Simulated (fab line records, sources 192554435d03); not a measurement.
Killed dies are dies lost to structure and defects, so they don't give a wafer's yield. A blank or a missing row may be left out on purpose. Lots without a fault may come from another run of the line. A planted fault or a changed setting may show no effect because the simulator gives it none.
fab line records | flow n5_finfet
record lots=7 wafers=39
route steps=1938 shown FIN_SAQP@147 FIN_CUT@176 DUMMY_GATE@246 SD_EPI_N@288 HKMG_FIN@385 MOL_CONTACT_COAG@610 BEOL_M4@1111
start_h: hours from the record's first day to the start of the lot's first wafer shown | wait_h: hours since the lot's step before | " the same as in the row above | L1.1+2: a row that stands for several wafers | - no value, or no start given | * or withheld: withheld | < > ~ a bound
route shown NAME@n: a module of which the file shows steps, and the number in the route of the first | usual: mean/standard deviation of fault-free wafers | same: alike in all rows | chamber/n: place in a boat | sites: the reading at each site | _std_site: their standard deviation | _edge_site: outer sites' mean less inner sites' | radius_mm: how far each site lies from the wafer's centre | mask NAME#n: copy n | behind: the tool/chamber that last shaped the wafer | hold: why the lot was held/for how many hours/how that ended | device: the transistor (n, p or np) that didn't switch | end of line: the same wafers' tests at the end of the route | a step without rows: its recipe alone | killed: dies lost to structure and defects at the first sort, not the wafer's yield | map: a wafer's dies, x killed, . not, _ none there
set.NAME: the setting as run; set.NAME@STEP: as run at that earlier step | model.NAME: the simulator's own value behind a step, which no gauge read
lots whose settings were changed on purpose; a table a step, a row a wafer
## steps
# step N5_FIN_SAQP_FIN_ETCH_36
# recipe chemistry=HBr/Cl2/O2 target_depth_a=1200 mask_material=SiNx time_s=50.4 bias_w=102 pressure_mtorr=10 icp_w=800 HBr_flow_sccm=150 Cl2_flow_sccm=80 O2_flow_sccm=12
# step N5_FIN_CUT_CUT_ETCH_15
# recipe chemistry=HBr/Cl2/O2 target=Si target_depth_a=1000 bt_time_s=10 mask_material=SOC time_s=42.4 ion_energy_ev=* bias_w=* pressure_mtorr=10 icp_w=800 HBr_flow_sccm=150 Cl2_flow_sccm=80 O2_flow_sccm=12
# step N5_DUMMY_GATE_ETCH_32
# recipe chemistry=CF4 target=SiO2 target_depth_a=35 time_s=3.9 ion_energy_ev=350 pressure_mtorr=10 icp_w=800 bias_w=400 cf4_flow_sccm=80
# step N5_SD_EPI_N_EPI_21
# recipe material=Si:P dopant=P temp_c=680 pressure_torr=255 time_s=690
# step N5_HKMG_FIN_IL_REGROW_00
# recipe material=SiO2 target_thk_a=7.5 chemistry=O3 temp_c=withheld time_s=30
# step N5_HKMG_FIN_EXPOSE_09
# recipe mask_id=NWFM na=1.35 source_shape=conventional sigma_outer=0.8 polarization=unpolarized dose_mj=39.25
# step N5_MOL_CONTACT_COAG_ETCH_67
# recipe chemistry=N2/H2 target=SOC target_depth_a=600 overetch_a=210 mask_material=SiARC temp_c=40 time_s=101.2 ion_energy_ev=200 pressure_mtorr=30 source_w=840 bias_w=150 n2_flow_sccm=200 h2_flow_sccm=200
# step N5_BEOL_M4_RC_MEAS_101
# usual IGATE_N=0.0122/0.0018 IGATE_P=0.0036/0.00054 REXT_N=75.3/1.6 RS_SD_N=28.4/0.42
# columns lot.wafer tool chamber start_h wait_h set.icp_w@FIN_SAQP_FIN_ETCH_36 set.bias_w@FIN_CUT_CUT_ETCH_15 set.time_s@DUMMY_GATE_ETCH_32 set.time_s@SD_EPI_N_EPI_21 set.time_s@HKMG_FIN_IL_REGROW_00 set.dose_mj@HKMG_FIN_EXPOSE_09 set.target_depth_a@MOL_CONTACT_COAG_ETCH_67 IGATE_N[nA/um] IGATE_P[nA/um] REXT_N[ohm.um] RS_SD_N[ohm/sq]
L074.1 prober-01 0 161.63 0.0 800 * 3.482 579.5 38.83 39.25 600 0.0090 0.0026 78.9 31.8
L074.2 " 0 " " 800 * 3.482 690 38.83 39.25 647.7 0.0079 0.0023 74.6 28.3
L074.3 " 0 " " 800 * 3.9 579.5 30 41.85 600 0.0113 0.0033 78.4 31.4
L074.4 " 0 " " 800 * 3.482 690 30 41.85 647.7 0.0107 0.0031 75.2 28.3
L074.5 " 0 " " 800 * 3.9 579.5 30 39.25 647.7 0.0100 0.0029 79.4 32.2
L074.6 " 0 " " 800 * 3.9 690 38.83 41.85 600 0.0074 0.0022 73.3 28.2
L077.1 prober-02 0 196.80 0.0 800 * 3.9 690 35.08 39.25 600 0.0103 0.0031 75.9 28.0
L077.2 " 0 " " 728.4 * 3.9 690 30 36.56 630.5 0.0120 0.0036 74.7 28.4
L077.3 " 0 " " 800 * 3.9 780.1 30 36.56 630.5 0.0094 0.0028 73.8 26.0
L077.4 " 0 " " 728.4 * 3.9 780.1 35.08 39.25 630.5 0.0102 0.0031 74.0 26.0
L077.5 " 0 " " 728.4 * 3.9 780.1 35.08 36.56 600 0.0079 0.0024 73.8 25.6
L077.6 " 0 " " 800 * 3.9 690 30 39.25 600 0.0123 0.0037 75.0 28.0
L079.1 prober-01 0 206.52 0.0 800 * 3.9 690 30 39.25 600 0.0126 0.0038 74.5 28.1
L079.2 " 0 " " 800 * 3.9 690 30 39.25 600 0.0110 0.0034 74.1 28.0
L079.3 " 0 " " 800 * 3.9 690 30 39.25 600 0.0134 0.0041 74.9 28.1
L082.1 prober-02 0 222.54 0.0 800 * 3.9 690 27.3 37.09 550.7 0.0195 0.0057 80.3 28.6
L082.2 " 0 " " 800 * 3.9 600.8 30 37.09 600 0.0139 0.0041 82.5 30.9
L082.3 " 0 " " 800 * 3.9 600.8 30 39.25 550.7 0.0138 0.0040 82.8 31.5
L082.4 " 0 " " 800 * 3.9 690 30 39.25 550.7 0.0148 0.0043 77.7 28.2
L082.5 " 0 " " 800 * 3.9 690 27.3 37.09 600 0.0167 0.0048 78.4 28.1
L082.6 " 0 " " 800 * 3.9 600.8 27.3 39.25 600 0.0164 0.0048 82.4 31.3
L086.1 prober-02 0 250.04 0.0 687.6 * 3.509 690 21.47 36.44 600 0.0180 0.0054 76.4 28.4
L086.2 " 0 " " 800 * 3.9 690 30 36.44 600 0.0162 0.0048 75.1 28.0
L086.3 " 0 " " 800 * 3.9 690 21.47 39.25 600 0.0232 0.0069 75.3 28.4
L086.4 " 0 " " 687.6 * 3.509 690 21.47 36.44 662.9 0.0185 0.0055 75.4 28.7
L086.5 " 0 " " 687.6 * 3.9 690 30 39.25 662.9 0.0138 0.0041 75.4 28.6
L086.6 " 0 " " 800 * 3.509 690 30 39.25 662.9 0.0147 0.0044 74.8 28.3
L087.1 prober-01 0 250.32 0.0 800 * 3.332 608.7 36.52 39.25 600 0.0078 0.0023 78.4 30.8
L087.2 " 0 " " 713.1 * 3.9 608.7 36.52 36.55 600 0.0070 0.0021 79.3 30.4
L087.3 " 0 " " 800 * 3.332 608.7 30 36.55 644.9 0.0099 0.0030 78.7 30.8
L087.4 " 0 " " 713.1 * 3.9 690 36.52 39.25 644.9 0.0074 0.0022 75.2 28.0
L087.5 " 0 " " 713.1 * 3.332 690 30 39.25 644.9 0.0101 0.0030 76.0 27.8
L087.6 " 0 " " 800 * 3.9 690 30 36.55 600 0.0098 0.0029 75.8 28.1
L088.1 prober-01 0 254.42 0.0 758.7 * 3.9 690 30 37.58 523.2 0.0112 0.0034 73.2 28.4
L088.2 " 0 " " 758.7 * 3.9 761.6 30 37.58 523.2 0.0122 0.0036 72.4 26.4
L088.3 " 0 " " 800 * 3.9 761.6 30 39.25 523.2 0.0126 0.0037 72.5 26.5
L088.4 " 0 " " 758.7 * 3.9 690 30 39.25 600 0.0120 0.0036 73.7 28.4
L088.5 " 0 " " 800 * 3.9 690 30 39.25 600 0.0120 0.0035 73.6 28.5
L088.6 " 0 " " 800 * 3.9 761.6 30 37.58 600 0.0119 0.0036 72.7 26.6
## key
split step=N5_FIN_SAQP_FIN_ETCH_36 setting=icp_w stated_as=800
response none clear
split step=N5_FIN_CUT_CUT_ETCH_15 setting=bias_w stated_as=*
response none clear
split step=N5_DUMMY_GATE_ETCH_32 setting=time_s stated_as=3.9
response none clear
split step=N5_SD_EPI_N_EPI_21 setting=time_s stated_as=690
response step=N5_BEOL_M4_RC_MEAS_101 reading=RS_SD_N slope=-0.211 per=1% together_with=all explained=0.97
response step=N5_BEOL_M4_RC_MEAS_101 reading=REXT_N slope=-0.222 per=1% together_with=all explained=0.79
split step=N5_HKMG_FIN_IL_REGROW_00 setting=time_s stated_as=30
response step=N5_BEOL_M4_RC_MEAS_101 reading=IGATE_N slope=-0.000141 per=1% together_with=all explained=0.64
response step=N5_BEOL_M4_RC_MEAS_101 reading=IGATE_P slope=-4.13e-05 per=1% together_with=all explained=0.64
split step=N5_HKMG_FIN_EXPOSE_09 setting=dose_mj stated_as=39.25
response none clear
split step=N5_MOL_CONTACT_COAG_ETCH_67 setting=target_depth_a stated_as=600
response none clear
